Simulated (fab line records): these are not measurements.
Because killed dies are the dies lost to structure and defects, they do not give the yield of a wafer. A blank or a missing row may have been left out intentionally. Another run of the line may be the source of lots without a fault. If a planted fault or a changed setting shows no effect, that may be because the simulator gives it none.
Comparing a struck lot with a sound one | flow n5-finfet | 16 steps out of a route of 1938
Sound: wafers L860.1, L860.2, L860.4. Struck: wafer L857.6. (L857.3, L857.5 of the same lot were not struck and are left out.) The cause comes at the end.
For every step that has rows: the tool of each side, followed by ch and its chambers, followed by its first start. Under that, the readings that differ: sound wafers | struck wafers | difference of the means | sigmas: that difference in standard deviations of wafers without a fault.
alike: readings with means less than 2 such deviations apart, plus words and numbers identical on both sides. not compared: withheld readings, readings lacking a value on some wafer, bounds such as >300 that could conceal the same value, and numbers that have no deviation in the record and whose values overlap.
The two part at a step that has a row with sigmas, a row that says differs or no value, or rows on one side only. Non-overlapping numbers with no deviation appear without sigmas and do not part them. A reading missing from all wafers of one side parts the sides only when that side holds two or more wafers.

first, 8 steps without rows for these wafers: N5_SDB_COAT_03 (time 60 s, resist thk 100 nm); N5_SDB_COAT_04 (time 60 s, resist thk 18 nm); N5_SDB_COAT_05 (resist thk 90 nm); N5_SDB_EBR_07; N5_SDB_SOFTBAKE_06 (time 60 s); N5_SDB_EXPOSE_08 (exposes mask SDB); N5_SDB_PEB_09 (peb time 60 s); N5_SDB_DEVELOP_10 (develop time 30 s).
N5_SDB_CD_MEAS_11: target cd 50 nm.
  sound on cd-sem-02 ch 0, day 8 05:34; struck on cd-sem-01 ch 0, day 7 15:51
  alike: cd-nm
N5_SDB_OVL_MEAS_12:
  sound on overlay-02 ch 0, day 8 05:36; struck on overlay-01 ch 0, day 7 15:53
  alike: SDB_OVL
N5_SDB_INSPECT_13: inspects for defects (brightfield).
  sound: defect-inspect-01 at day 8 05:37; struck: defect-inspect-01 at day 7 15:54
  alike: raw-defect-count
N5_SDB_DESCUM_16: chemistry O2, time 7.9 s.
  sound on rie-diel-05 ch 2,3, day 8 05:40; struck on rie-diel-04 ch 0, day 7 15:56
  reading                         | sound             | struck | difference | sigmas
  rf-vpp-V (V)                    | 244.2 242.8 244.2 | 240.5  | -3.2       | -2
  showerhead-plenum-p-Torr (Torr) | 2.20 2.10 2.20    | 1.98   | -0.19      | -3
  alike: drypump-motor-current-A, oes-product-au, throttle-valve-pct
  not compared: rf-hours-counter-h
N5_SDB_ETCH_17: etches SiARC in CF4, target depth 23.4 nm, time 39 s.
  sound on rie-diel-05 ch 2,3, day 8 05:43; struck on rie-diel-04 ch 0, day 7 15:58
  reading                         | sound             | struck | difference | sigmas
  etch-rf-on-time-s (s)           | 39.9 39.9 39.2    | 45.8   | +6.1       | +12
  rf-vpp-V (V)                    | 185.3 183.3 183.9 | 181.9  | -2.3       | -2
  showerhead-plenum-p-Torr (Torr) | 2.24 2.14 2.24    | 2.03   | -0.18      | -3
  alike: drypump-motor-current-A, oes-product-au, throttle-valve-pct
  not compared: rf-hours-counter-h
N5_SDB_ETCH_18: etches SOC in N2/H2, target depth 100 nm, overetch 20 nm, time 150 s.
  sound on rie-diel-05 ch 2,3, day 8 05:46; struck on rie-diel-04 ch 0, day 7 16:00
  reading                         | sound             | struck | difference | sigmas
  rf-vpp-V (V)                    | 527.9 524.1 526.2 | 518.7  | -7.4       | -3
  showerhead-plenum-p-Torr (Torr) | 2.66 2.55 2.66    | 2.41   | -0.21      | -3
  alike: drypump-motor-current-A, oes-product-au, throttle-valve-pct
  not compared: rf-hours-counter-h
-- the record jumps here: 4 days lie between the struck wafers' starts before and after (it left off in module SDB and takes up again in module BEOL_M4, whose first step shown is number 1111 of the route) --
N5_BEOL_M4_RC_MEAS_101:
  sound on prober-02 ch 0, day 12 10:41; struck on prober-02 ch 0, day 11 09:20
  reading       | sound          | struck | difference | sigmas
  DIBL_N (mV/V) | 36.8 37.9 38.8 | 34.9   | -2.9       | -2
  ION_N (uA/um) | 679 693 691    | 668    | -20        | -2
  SS_P (mV/dec) | 74.8 73.5 74.3 | 72.8   | -1.4       | -3
  alike: DIBL_P, IOFF_N, IOFF_P, ION_P, SS_N, VT_N, VT_P
after that, 1 step had no rows for these wafers: N5_PASSIVATION_PROBE_49.

WHERE THEY PART
Last at N5_BEOL_M4_RC_MEAS_101 as far as this record goes, first at N5_SDB_DESCUM_16.

WHY: the cause the simulator had injected
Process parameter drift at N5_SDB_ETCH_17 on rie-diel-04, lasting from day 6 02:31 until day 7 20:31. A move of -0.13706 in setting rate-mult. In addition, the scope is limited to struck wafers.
